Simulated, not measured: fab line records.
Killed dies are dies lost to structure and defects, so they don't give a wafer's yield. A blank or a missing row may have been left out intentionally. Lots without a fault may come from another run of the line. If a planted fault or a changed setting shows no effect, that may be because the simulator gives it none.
fab line records | flow n5Finfet
[record] lots = 5 | wafers = 14 | lastDay = 21
route steps=1938 shown FIN_SAQP@90 BEOL_M4@1111
lots untouched by any fault: they come from a run of this same line in which no faults occurred
startH: hours from the record's opening day to when the first of the lot's shown wafers began | waitH: hours from the lot's prior step to this one | " same as the row above | L1.1+2: one row covering several wafers at once | - no value, or no start given | * or withheld: withheld | < > ~ a bound
route shown NAME@n: NAME is a module with steps in the file, n the number in the route of the first one | usual: mean and standard deviation over wafers with no fault | same: alike in all rows | chamber/n: place in a boat | sites: readings site by site | _std_site: their standard deviation | _edge_site: outer sites' mean less inner sites' | radiusMm: how far each site lies from the wafer's centre | mask NAME#n: copy n | behind: the tool/chamber that last shaped the wafer | hold: reason for holding the lot/hours on hold/outcome of the hold | device: the n, p or np transistor that did not switch | end of line: the tests these same wafers got at the end of their route | step lacking rows: just its recipe | killed: dies lost to structure and defects at the first sort, not the wafer's yield | map: a wafer's dies, x killed, . not, _ none there
set.NAME: the setting as run; set.NAME@STEP: as run at that earlier step | model.NAME: the simulator's own value behind a step, which no gauge read
lots seen at some steps along the route; tables by step, rows by wafer
services: when a tool's chamber went out of use (startH, in hours from the record's first day, below 0 if earlier), for how many hours, and the reason
[[steps]]
[step N5_FIN_SAQP_PRECLEAN_42]
[recipe] chemistry = O3/DIW | timeS = 60 | tempC = 22 | o3Ppm = 10
[step N5_FIN_SAQP_PRECLEAN_00]
[recipe] chemistry = SC1 | timeS = 60 | tempC = 55 | mix = 1:2:50
[step N5_FIN_SAQP_PRECLEAN_44]
[recipe] chemistry = SC2 | timeS = 45 | tempC = 35 | mix = 1:1:50
[step N5_FIN_SAQP_SRD_01]
[recipe] dry = ipaMarangoni | timeS = 30 | tempC = 23 | rinseLiquid = diw
[step N5_FIN_SAQP_ALD_61]
[recipe] material = SiO2 | targetThkA = 40 | tempC = 300 | aldPrecursorFamily = BDEAS | aldCoReactant = O2-plasma | pulseTimeS = 1 | purgeTimeS = 2 | coReactantPurgeTimeS = 2 | aldCycles = 43 | pressureTorr = 2
[step N5_FIN_SAQP_DENSIFY_62]
[recipe] tempC = 700 | timeS = 60 | ambient = N2 | idleTempC = 600 | rampUpCPerS = 150 | rampDownCPerS = 60 | coolToC = 600
[step N5_FIN_SAQP_HM_DEP_03]
[recipe] material = SiNx | targetThkA = 380 | tempC = 400 | precursor = SiH4/NH3/N2 | pressureTorr = 1.5 | rfW = 300 | timeS = 33.6
[step N5_FIN_SAQP_PECVD_47]
[recipe] material = a-Si | targetThkA = 450 | tempC = 400 | precursor = SiH4/He | pressureTorr = 3 | rfW = 100 | timeS = 36.3
[step N5_FIN_SAQP_PECVD_48]
[recipe] material = SiNx | targetThkA = 250 | tempC = 400 | precursor = SiH4/NH3/N2 | pressureTorr = 1.5 | rfW = 300 | timeS = 22.1
[step N5_FIN_SAQP_PECVD_06]
[recipe] material = a-Si | targetThkA = 600 | tempC = 400 | precursor = SiH4/He | pressureTorr = 3 | rfW = 100 | timeS = 48.1
[usual] heaterPowerW = 861/73 | rfFwdPowerW = 99.1/0.41 | showerheadPlenumPTorr = 5.66/0.045 | throttleValvePct = 18.3/1.2
lot.wafer | tool     | chamber | startH | waitH | heaterPowerW | rfFwdPowerW | showerheadPlenumPTorr | throttleValvePct | model.a-Si_of_FIN_SAQP_PECVD_06.thkNm
L202.1    | pecvd-03 | 0       | 57.20  | 0.0   | 817          | -           | 5.72                  | 19.0             | 44.82
L202.3    | "        | 2       | "      | "     | 919          | 98.2        | 5.60                  | 16.9             | 59.2
L202.6    | "        | 1       | "      | "     | 877          | 99.2        | 5.59                  | 18.7             | 59.65
L203.1    | pecvd-03 | 0       | 64.17  | 0.0   | 807          | -           | 5.72                  | 18.7             | 46
L203.2    | "        | 2       | "      | "     | 916          | -           | 5.60                  | 16.9             | 44.9
L207.1    | pecvd-03 | 2       | 87.34  | 0.0   | 895          | -           | 5.62                  | 16.9             | 44.62
L207.5    | "        | 2       | "      | "     | 931          | 98.5        | 5.60                  | 16.6             | 60.16
L207.6    | "        | 1       | "      | "     | 922          | 99.4        | 5.62                  | 18.9             | 59.9
L216.1    | pecvd-04 | 1       | 141.93 | 0.0   | 903          | 99.3        | 5.69                  | 21.0             | 60.43
L216.5    | "        | 1       | "      | "     | 880          | 99.5        | 5.68                  | 20.8             | 61.29
L216.6    | "        | 2       | "      | "     | 852          | 99.4        | 5.65                  | 17.8             | 59.47
L217.3    | pecvd-03 | 0       | 147.61 | 0.0   | 782          | 98.6        | 5.72                  | 19.1             | 59.19
L217.4    | "        | 2       | "      | "     | 882          | 98.5        | 5.62                  | 16.7             | 61.32
L217.5    | "        | 0       | "      | "     | 809          | 99.1        | 5.73                  | 19.2             | 60.5
[step N5_FIN_SAQP_THK_MEAS_07]
[usual] thkNm = 60.0/0.83
lot.wafer | tool         | chamber | startH | waitH | thkNm
L202.1    | filmMetro-02 | -       | 57.29  | 0.1   | 44.8
L202.3    | "            | -       | "      | "     | 59.2
L202.6    | "            | -       | "      | "     | 59.7
L203.1    | filmMetro-01 | -       | 64.26  | 0.1   | 45.9
L203.2    | "            | -       | "      | "     | 44.9
L207.1    | filmMetro-02 | -       | 87.45  | 0.1   | 44.6
L207.5    | "            | -       | "      | "     | 60.1
L207.6    | "            | -       | "      | "     | 59.9
L216.1    | filmMetro-01 | -       | 142.02 | 0.1   | 60.4
L216.5    | "            | -       | "      | "     | 61.2
L216.6    | "            | -       | "      | "     | 59.4
L217.3    | filmMetro-02 | -       | 147.70 | 0.1   | 59.2
L217.4    | "            | -       | "      | "     | 61.3
L217.5    | "            | -       | "      | "     | 60.4
[step N5_FIN_SAQP_HM_DEP_72]
[recipe] material = SiO2 | targetThkA = 120 | tempC = 400 | precursor = SiH4/N2O | pressureTorr = 0.75 | rfW = 275 | timeS = 7.2
[step N5_FIN_SAQP_COAT_49]
[recipe] resist = SOC | tempC = 250 | timeS = 60 | spinRpm = 1500 | resistThkNm = 100
[step N5_FIN_SAQP_COAT_50]
[recipe] resist = SiARC | tempC = 220 | timeS = 60 | spinRpm = 1500 | resistThkNm = 35
[step N5_FIN_SAQP_COAT_10]
[recipe] resist = CAR-ArF | spinRpm = 1500 | resistThkNm = 90
[step N5_FIN_SAQP_EBR_12]
[recipe] solvent = PGMEA | ebrWidthMm = 1.5
[step N5_FIN_SAQP_SOFTBAKE_11]
[recipe] tempC = 110 | timeS = 60 | resist = CAR-ArF
[step N5_FIN_SAQP_EXPOSE_13]
[recipe] maskId = FIN_CORE | na = 1.35 | sourceShape = dipole | sigmaInner = 0.538 | sigmaOuter = 0.738 | polarization = te | targetCdNm = 35.6 | doseMj = 63.25
[step N5_FIN_SAQP_PEB_14]
[recipe] pebTempC = withheld | pebTimeS = 60 | resist = CAR-ArF
[step N5_FIN_SAQP_DEVELOP_15]
[recipe] developTimeS = 30 | developer = TMAH | resist = CAR-ArF | devTempC = 23 | rinseLiquid = diw | dry = airSpin
[step N5_FIN_SAQP_DESCUM_21]
[recipe] chemistry = O2 | timeS = 7.9 | sourcePowerW = 50 | biasPowerW = 20 | pressureMtorr = 20 | rfFrequencyHz = 2.712e+07 | tempC = 40 | resist = CAR-ArF | o2FlowSccm = 225
[step N5_FIN_SAQP_ETCH_51]
[recipe] chemistry = CF4 | target = SiARC | targetDepthA = 455 | maskMaterial = CAR-ArF | timeS = 75.8 | ionEnergyEv = 80 | pressureMtorr = 40 | sourceW = 545 | biasW = 36 | Ar_flow_sccm = 100 | cf4FlowSccm = 100 | ends = cleared
[step N5_FIN_SAQP_ETCH_52]
[recipe] chemistry = N2/H2 | target = SOC | targetDepthA = 1000 | overetchA = 200 | maskMaterial = SiARC | tempC = 40 | timeS = 150 | ionEnergyEv = 200 | pressureMtorr = 30 | sourceW = 840 | biasW = 150 | n2FlowSccm = 200 | h2FlowSccm = 200 | ends = endPoint
[step N5_FIN_SAQP_STRIP_53]
[recipe] chemistry = N2/H2 | tempC = 40 | n2FlowSccm = 200 | h2FlowSccm = 200 | rfFrequencyHz = 6e+07
[step N5_FIN_SAQP_HM_OPEN_73]
[recipe] chemistry = CHF3/O2 | target = SiO2 | stopOn = a-Si | targetDepthA = 120 | overEtchFrac = 1.8 | maskMaterial = SOC | timeS = 16.8 | pressureMtorr = 30 | sourceW = 650 | biasW = 170 | Ar_flow_sccm = 200 | CHF3_flow_sccm = 50 | O2_flow_sccm = 5 | ionEnergyEv = 200 | ends = endPoint
[step N5_FIN_SAQP_STRIP_74]
[recipe] chemistry = CHF3/O2 | resist = SiARC | rfFrequencyHz = 6e+07
[step N5_FIN_SAQP_MANDREL_ETCH_22]
[recipe] targetDepthA = 600 | chemistry = HBr/Cl2 | target = a-Si | stopOn = SiNx | btTimeS = 10 | overEtchFrac = 0.5 | timeS = 30 | pressureMtorr = 10 | icpW = 800 | biasW = 75 | HBr_flow_sccm = 150 | Cl2_flow_sccm = 80 | ends = endPoint
[usual] drypumpMotorCurrentA = 5.8/0.46 | oesProductAu = 0.767/0.015 | rfFwdPowerW = 795.4/2.8 | throttleValvePct = 35.3/0.41
[same] overEtchFrac = 0.5
lot.wafer | tool     | chamber | startH | waitH | drypumpMotorCurrentA | oesProductAu | rfFwdPowerW | rfHoursCounterH | throttleValvePct | model.etch.depthNm
L202.1    | rieSi-03 | 2       | 58.15  | 0.0   | 6.5                  | 0.646        | 793.1       | 30              | 35.3             | 44.82
L202.3    | "        | 0       | "      | "     | 5.9                  | 0.768        | 797.8       | 16              | 35.4             | 59.2
L202.6    | "        | 3       | "      | "     | 5.4                  | 0.745        | 795.8       | -               | 34.9             | 59.65
L203.1    | rieSi-01 | 1       | 66.00  | 0.0   | 5.4                  | 0.655        | 794.9       | 4               | 35.8             | 45.97
L203.2    | "        | 2       | "      | "     | 5.3                  | 0.643        | 797.2       | 1               | 35.6             | 44.9
L207.1    | rieSi-03 | 1       | 88.33  | 0.0   | 5.9                  | 0.665        | 793.4       | 1               | 35.6             | 44.62
L207.5    | "        | 3       | "      | "     | 5.4                  | 0.748        | 795.0       | -               | 34.9             | 60.16
L207.6    | "        | 0       | "      | "     | 5.9                  | 0.770        | 796.9       | -               | 35.5             | 59.8
L216.1    | rieSi-01 | 0       | 142.94 | 0.0   | 6.2                  | 0.780        | 800.7       | 9               | 36.3             | 60.26
L216.5    | "        | 2       | "      | "     | 5.3                  | 0.768        | 793.3       | -               | 35.4             | 61.29
L216.6    | "        | 3       | "      | "     | 5.5                  | 0.739        | 795.0       | -               | 34.8             | 59.47
L217.3    | rieSi-01 | 1       | 148.68 | 0.0   | 5.4                  | 0.766        | 797.4       | 5               | 35.6             | 59.19
L217.4    | "        | 3       | "      | "     | 5.5                  | 0.755        | 791.5       | -               | 34.7             | 61.28
L217.5    | "        | 1       | "      | "     | 5.3                  | 0.778        | 795.8       | -               | 35.6             | 60.5
[step N5_FIN_SAQP_STRIP_55]
[recipe] chemistry = N2/H2 | powerW = 500 | tempC = 40 | pressureMtorr = 50 | rfFrequencyHz = 6e+07 | overashFraction = 0.3 | biasPowerW = 28 | h2Frac = 0.5 | n2FlowSccm = 300 | h2FlowSccm = 300
[step N5_FIN_SAQP_STRIP_23]
[recipe] chemistry = SPM | timeS = 750 | tempC = 130 | h2so4H2o2VolRatio = 4
[step N5_FIN_SAQP_SRD_66]
[recipe] dry = ipaMarangoni | timeS = 30 | tempC = 23 | rinseLiquid = diw
[step N5_FIN_SAQP_RECESS_75]
[recipe] chemistry = HF/NH3 | target = SiO2 | targetDepthA = 144 | afsCycles = 3 | tempC = 30 | sublimationTempC = 180 | sublimationTimeS = 60
[step N5_FIN_SAQP_SPACER1_ALD_24]
[recipe] material = SiO2 | targetThkA = 203 | tempC = 300 | aldPrecursorFamily = BDEAS | aldCoReactant = O2-plasma | pulseTimeS = 1 | purgeTimeS = 2 | coReactantPurgeTimeS = 2 | aldCycles = 218 | pressureTorr = 2
[step N5_FIN_SAQP_SPACER1_ETCHBACK_25]
[recipe] chemistry = CHF3/O2 | mode = anisotropicEtchback | target = SiO2 | targetDepthA = 244 | timeS = 12.2 | pressureMtorr = 30 | sourceW = 650 | biasW = 170 | Ar_flow_sccm = 200 | CHF3_flow_sccm = 50 | O2_flow_sccm = 5 | ionEnergyEv = 200
[usual] drypumpMotorCurrentA = 5.69/0.17 | oes_ar_750_au = 0.78/0.065 | oesProductAu = 0.78/0.069 | rfFwdPowerW = 646.3/2.2 | rfVppV = 527/23 | showerheadPlenumPTorr = 2.41/0.07 | throttleValvePct = 18.96/0.15
[same] timeS = 12.2
lot.wafer | tool       | chamber | startH | waitH | drypumpMotorCurrentA | oes_ar_750_au | oesProductAu | rfFwdPowerW | rfHoursCounterH | rfVppV | showerheadPlenumPTorr | throttleValvePct | model.a-Si_of_FIN_SAQP_PECVD_06.thkNm
L202.1    | rieDiel-01 | 2       | 60.88  | 0.4   | 5.64                 | 0.76          | 0.77         | 649.9       | 121             | 547    | 2.42                  | 19.25            | 44
L202.3    | "          | 1       | "      | "     | 5.58                 | 0.88          | 0.92         | 646.6       | 27              | 563    | 2.56                  | 18.90            | 58.2
L202.6    | "          | 1       | "      | "     | 5.58                 | 0.88          | 0.91         | 649.4       | -               | 562    | 2.56                  | 18.90            | 58.8
L203.1    | rieDiel-04 | 2       | 67.58  | 0.4   | 5.40                 | 0.71          | 0.71         | 646.1       | 204             | 536    | 2.49                  | 18.91            | 45
L203.2    | "          | 1       | "      | "     | 5.91                 | 0.71          | 0.70         | 645.5       | 230             | 532    | 2.35                  | 18.97            | 44
L207.1    | rieDiel-04 | 2       | 91.03  | 0.4   | 5.42                 | 0.71          | 0.72         | 645.6       | 207             | 536    | 2.49                  | 18.92            | 43.6
L207.5    | "          | 0       | "      | "     | 5.86                 | 0.70          | 0.71         | 644.7       | -               | 531    | 2.37                  | 19.30            | 59.2
L207.6    | "          | 3       | "      | "     | 5.23                 | 0.75          | 0.77         | 646.8       | -               | 538    | 2.48                  | 19.08            | 58.8
L216.1    | rieDiel-01 | 2       | 144.46 | 0.4   | 5.64                 | 0.75          | 0.77         | 647.8       | 145             | 547    | 2.41                  | 19.29            | 59.4
L216.5    | "          | 3       | "      | "     | 5.85                 | 0.68          | 0.68         | 645.6       | -               | 544    | 2.37                  | 18.83            | 60.4
L216.6    | "          | 2       | "      | "     | 5.62                 | 0.74          | 0.76         | 647.3       | -               | 545    | 2.41                  | 19.29            | 58.6
L217.3    | rieDiel-01 | 0       | 150.25 | 0.4   | 5.71                 | 0.84          | 0.85         | 644.9       | 75              | 495    | 2.35                  | 18.88            | 58.4
L217.4    | "          | 2       | "      | "     | 5.63                 | 0.74          | 0.76         | 647.4       | 148             | 544    | 2.41                  | 19.28            | 60.4
L217.5    | "          | 0       | "      | "     | 5.71                 | 0.85          | 0.85         | 645.8       | -               | 495    | 2.35                  | 18.90            | 59.6
[step N5_FIN_SAQP_MANDREL1_REMOVE_56]
[recipe] chemistry = HBr/Cl2/O2 | btTimeS = 10 | target = a-Si | stopOn = SiNx | endpoint = OES-SiCl | overEtchFrac = 1 | icpW = 600 | biasW = 22 | HBr_flow_sccm = 150 | Cl2_flow_sccm = 80 | O2_flow_sccm = 5 | pressureMtorr = 10
[step N5_BEOL_M4_RC_MEAS_101]
[usual] DIBL_N = 36.1/2.3 | DIBL_P = 36/3.2 | IOFF_N = 0.16/0.045 | IOFF_P = 0.21/0.049 | ION_N = 674/14 | ION_P = 462/8.4 | SS_N = 71.6/0.83 | SS_P = 73.2/0.87 | VT_N = 249/3.8 | VT_P = -250/3.4
lot.wafer | tool      | chamber | startH | waitH | DIBL_N[mV/V] | DIBL_P[mV/V] | IOFF_N[nA/um] | IOFF_P[nA/um] | ION_N[uA/um] | ION_P[uA/um] | SS_N[mV/dec] | SS_P[mV/dec] | VT_N[mV] | VT_P[mV]
L202.1    | prober-02 | 0       | 277.54 | 0.0   | 35.4         | 34           | 0.16          | 0.17          | 680          | 456          | 71.3         | 72.7         | 249      | -253
L202.3    | "         | 0       | "      | "     | 34.4         | 35           | 0.15          | 0.20          | 681          | 465          | 70.9         | 72.7         | 247      | -251
L202.6    | "         | 0       | "      | "     | 34.6         | 35           | 0.14          | 0.18          | 670          | 453          | 71.6         | 72.9         | 248      | -253
L203.1    | prober-02 | 0       | 310.74 | 0.0   | 41.7         | 42           | 0.29          | 0.30          | 681          | 461          | 73.6         | 75.0         | 245      | -248
L203.2    | "         | 0       | "      | "     | 37.4         | 38           | 0.19          | 0.23          | 692          | 471          | 71.7         | 74.3         | 245      | -251
L207.1    | prober-02 | 0       | 317.41 | 0.0   | 38.7         | 39           | 0.18          | 0.27          | 694          | 480          | 72.5         | 74.5         | 248      | -248
L207.5    | "         | 0       | "      | "     | 34.2         | 33           | 0.11          | 0.19          | 669          | 468          | 71.1         | 72.6         | 251      | -249
L207.6    | "         | 0       | "      | "     | 34.9         | 34           | 0.12          | 0.22          | 648          | 457          | 71.4         | 72.3         | 252      | -250
L216.1    | prober-02 | 0       | 358.67 | 0.0   | 37.4         | 39           | 0.19          | 0.23          | 695          | 472          | 72.0         | 74.2         | 244      | -251
L216.5    | "         | 0       | "      | "     | 40.1         | 41           | 0.24          | 0.29          | 685          | 475          | 72.7         | 74.1         | 244      | -246
L216.6    | "         | 0       | "      | "     | 37.9         | 39           | 0.18          | 0.22          | 685          | 469          | 72.5         | 73.3         | 247      | -252
L217.3    | prober-02 | 0       | 389.14 | 0.3   | 34.9         | 37           | 0.16          | 0.24          | 673          | 466          | 71.2         | 73.5         | 247      | -246
L217.4    | "         | 0       | "      | "     | 33.5         | 35           | 0.15          | 0.21          | 674          | 465          | 71.0         | 72.2         | 247      | -249
L217.5    | "         | 0       | "      | "     | 39.4         | 42           | 0.26          | 0.34          | 691          | 476          | 72.0         | 74.5         | 243      | -242
[[services]]
tool       | chamber | startH | hours | kind
rieDiel-01 | -       | 34.96  | 2.1   | repair
rieDiel-04 | -       | 50.82  | 2.8   | pm
rieDiel-01 | 0       | 54.23  | 13.5  | repair
rieSi-03   | -       | 55.34  | 0.1   | repair
pecvd-04   | -       | 61.37  | 0.5   | repair
pecvd-03   | 0       | 86.17  | 2.1   | scheduledDown
rieDiel-04 | 3       | 94.76  | 1.6   | repair
rieSi-03   | 2       | 108.52 | 10.7  | repair
rieSi-03   | 1       | 112.46 | 5.5   | repair
rieDiel-01 | -       | 114.20 | 2.8   | pm
rieDiel-04 | 0       | 128.41 | -     | clean
rieDiel-04 | 0       | 128.41 | -     | consumableReplace:focusRing
rieDiel-04 | 0       | 128.41 | 18.3  | scheduledDown
rieDiel-04 | 0       | 128.41 | 18.3  | ventCycle
pecvd-04   | -       | 128.88 | 1.7   | repair
rieDiel-04 | 1       | 146.94 | -     | clean
rieDiel-04 | 1       | 146.94 | -     | consumableReplace:focusRing
rieDiel-04 | 1       | 146.94 | 28.4  | scheduledDown
rieDiel-04 | 1       | 146.94 | 28.4  | ventCycle
rieSi-01   | 2       | 147.40 | 13.5  | repair
rieSi-03   | 0       | 147.93 | 2.0   | repair
[[key]]
[firstSign] step = N5_FIN_SAQP_THK_MEAS_07 | reading = thkNm | direction = down | sigmas = 18 | usual = * | struck = *
[effect] step = N5_FIN_SAQP_MANDREL_ETCH_22 | reading = oesProductAu | direction = down | sigmas = 7.7 | usual = 0.767 | struck = 0.653
[modelEffect] step = N5_FIN_SAQP_PECVD_06 | value = a-Si_of_FIN_SAQP_PECVD_06.thkNm | without = 59.77 | struck = 45.09
[modelEffect] step = N5_FIN_SAQP_MANDREL_ETCH_22 | value = etch.depthNm | without = 59.76 | struck = 45.08
[modelEffect] step = N5_FIN_SAQP_SPACER1_ETCHBACK_25 | value = a-Si_of_FIN_SAQP_PECVD_06.thkNm | without = 58.85 | struck = 44.15
metAt N5_FIN_SAQP_PECVD_06
struckWafers L202.1,L203.1,L203.2,L207.1
[fault] kind = processParameterDrift | tool = pecvd-03 | chamber = - | onsetH = 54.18 | steps = N5_FIN_SAQP_PECVD_06 | channel = timeS | offset = * | shape = step | endH = 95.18 | scope = struckWafersOnly | actsIn = * | stated = *
